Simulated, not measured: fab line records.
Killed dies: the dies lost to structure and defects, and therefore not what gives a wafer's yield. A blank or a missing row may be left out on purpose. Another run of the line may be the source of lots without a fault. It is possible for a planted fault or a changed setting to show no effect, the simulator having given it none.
Which tool was responsible? -- flow n5_finfet -- Sampling: 11 lots, 30 wafers, 4 of 1938 route steps

== WHAT THE GAUGES SHOWED, per wafer ==
N5_MIM_BOT_LITHO_CD_MEAS_08: the cd target is 3000 nm. Usual: cd_nm reads 2999.2 nm (standard deviation 1.9).
lot,measured,on,cd_nm (nm),flag
L388,day 12 05:10,cd_sem-02,2996.7 2997.3 2999.6,
L389,day 12 08:16,cd_sem-03,2999.5 2999.4 3001.4,
L390,day 13 10:26,cd_sem-01,2998.7 2999.7 2999.2,
L391,day 13 10:16,cd_sem-03,2999.0 2997.6 2996.2,
L395,day 14 10:35,cd_sem-03,2999.6 3001.1 2998.4,
L396,day 14 23:26,cd_sem-03,2996.5 2998.4 2999.0,
L399,day 15 06:09,cd_sem-02,3002.2 3000.8,
L401,day 15 18:31,cd_sem-02,2997.0 3025.8 2999.9,OFF
L402,day 15 23:38,cd_sem-02,2999.1 3027.0,OFF
L403,day 16 07:39,cd_sem-03,2998.6 2997.0 2998.5,
L407,day 17 02:50,cd_sem-03,3030.4 3029.8,OFF

== WHAT TOOL EACH LOT RAN ON (gives the tool, then ch and the chambers of the sampled wafers, and finally the start) ==
lot,N5_MIM_TOP_DEGAS_04,N5_MIM_TOP_LITHO_DESCUM_10,N5_MIM_BOT_LITHO_EXPOSE_05
L388,"pvd_sputter-01, day 12 03:51","rie_diel-03 ch 0,1, day 12 04:22","krf_scanner-02 ch 0, day 12 04:59"
L389,"pvd_sputter-01, day 12 06:50","rie_diel-02 ch 1,3, day 12 07:29","krf_scanner-01 ch 0, day 12 08:05"
L390,"pvd_sputter-02, day 13 08:47","rie_diel-03 ch 1,2,3, day 13 09:25","krf_scanner-01 ch 0, day 13 10:16"
L391,"pvd_sputter-02, day 13 08:54","rie_diel-04 ch 1,2, day 13 09:28","krf_scanner-02 ch 0, day 13 10:06"
L395,"pvd_sputter-02, day 14 09:25","rie_diel-02 ch 1,2,3, day 14 09:56","krf_scanner-01 ch 0, day 14 10:25"
L396,"pvd_sputter-03, day 14 21:49","rie_diel-03 ch 1,3, day 14 22:28","krf_scanner-02 ch 0, day 14 23:17"
L399,"pvd_sputter-03, day 15 04:38","rie_diel-03 ch 0,1, day 15 05:09","krf_scanner-02 ch 0, day 15 05:59"
L401,"pvd_sputter-01, day 15 17:13","rie_diel-02 ch 0,2,3, day 15 17:44","krf_scanner-02 ch 0, day 15 18:20"
L402,"pvd_sputter-02, day 15 22:21","rie_diel-03 ch 0,1, day 15 22:59","krf_scanner-02 ch 0, day 15 23:28"
L403,"pvd_sputter-02, day 16 06:20","rie_diel-04 ch 0,1, day 16 07:00","krf_scanner-01 ch 0, day 16 07:28"
L407,"pvd_sputter-01, day 17 01:19","rie_diel-02 ch 2, day 17 02:01","krf_scanner-02 ch 0, day 17 02:39"
- N5_MIM_TOP_DEGAS_04: time 60 s.
- N5_MIM_TOP_LITHO_DESCUM_10: chemistry O2, time 7.9 s.
- N5_MIM_BOT_LITHO_EXPOSE_05: exposes mask MIM BOT.

== WHAT THE TOOLS THEMSELVES READ (means of the sampled wafers that have a number; where no wafer has one, the mark that the record gives instead) ==
N5_MIM_TOP_DEGAS_04. Usual: heater_power_w reads 459 W (standard deviation 60).
lot,tool,heater_power_w (W),flag
L388,pvd_sputter-01,410,
L389,pvd_sputter-01,410,
L390,pvd_sputter-02,470,
L391,pvd_sputter-02,464,
L395,pvd_sputter-02,472,
L396,pvd_sputter-03,458,
L399,pvd_sputter-03,547,
L401,pvd_sputter-01,409,
L402,pvd_sputter-02,496,
L403,pvd_sputter-02,468,
L407,pvd_sputter-01,404,

N5_MIM_TOP_LITHO_DESCUM_10. Usual: drypump_motor_current_A 5.6 A, standard deviation 0.5; oes_product_au 0.82 a.u., standard deviation 0.068; rf_vpp_V 242.9 V, standard deviation 1.4; showerhead_plenum_p_Torr 2.08 Torr, standard deviation 0.069; throttle_valve_pct 20.35 %, standard deviation 0.24.
lot,tool,drypump_motor_current_A (A),oes_product_au (a.u.),rf_vpp_V (V),showerhead_plenum_p_Torr (Torr),throttle_valve_pct (%),flag
L388,rie_diel-03,5.6,0.81,242.3,2.04,20.47,
L389,rie_diel-02,5.7,0.88,244.7,2.16,20.17,
L390,rie_diel-03,5.5,0.80,242.2,2.08,20.31,
L391,rie_diel-04,5.4,0.81,242.9,2.08,20.55,
L395,rie_diel-02,5.6,0.84,242.9,2.09,20.22,
L396,rie_diel-03,5.3,0.74,242.6,2.07,20.38,
L399,rie_diel-03,5.7,0.79,242.0,2.04,20.58,
L401,rie_diel-02,5.2,0.84,244.7,2.15,20.41,
L402,rie_diel-03,5.7,0.79,241.7,2.04,20.60,
L403,rie_diel-04,5.6,0.90,243.4,2.10,20.34,
L407,rie_diel-02,5.1,0.77,241.9,2.02,20.45,

N5_MIM_BOT_LITHO_EXPOSE_05. Usual: stage_vel_mm_s 500.01 mm/s, standard deviation 0.26.
lot,tool,stage_vel_mm_s (mm/s),flag
L388,krf_scanner-02,500.28,
L389,krf_scanner-01,500.16,
L390,krf_scanner-01,500.05,
L391,krf_scanner-02,500.16,
L395,krf_scanner-01,500.03,
L396,krf_scanner-02,499.77,
L399,krf_scanner-02,499.91,
L401,krf_scanner-02,499.89,
L402,krf_scanner-02,500.02,
L403,krf_scanner-01,499.91,
L407,krf_scanner-02,500.11,

== THE ANSWER, worked out from the rows above alone ==
Rule: a lot is off if the mean of its wafers that have a number lies more than 3 standard deviations from the usual mean. Also off: a lot with no number at a reading for which 4 or more lots have one. Where the step has rows for the other lots, those lots are counted as sound. First the gauges in route order, then the tools' own readings, where a lot's mean is used as printed above. The first step at which some lot is off is used, and at that step the reading that is off furthest; a lot without a number counts as furthest.
Off at N5_MIM_BOT_LITHO_CD_MEAS_08 (cd_nm): L401, L402, L407.
If a tool, at a process step before that reading, ran all the lots that are off and no sound lot after the first of them, it fits. Those tools and the gauges at N5_MIM_BOT_LITHO_CD_MEAS_08 are tried in the same way. One candidate fits, namely krf_scanner-02 at N5_MIM_BOT_LITHO_EXPOSE_05. A fault onset in the window from L399 (day 15 05:59, its last sound lot) to L401 (day 15 18:20, its first lot off) fits.

== WHAT WAS PUT IN BY THE SIMULATOR ==
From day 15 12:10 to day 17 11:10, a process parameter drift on krf_scanner-02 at N5_MIM_BOT_LITHO_EXPOSE_05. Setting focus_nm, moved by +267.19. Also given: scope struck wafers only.
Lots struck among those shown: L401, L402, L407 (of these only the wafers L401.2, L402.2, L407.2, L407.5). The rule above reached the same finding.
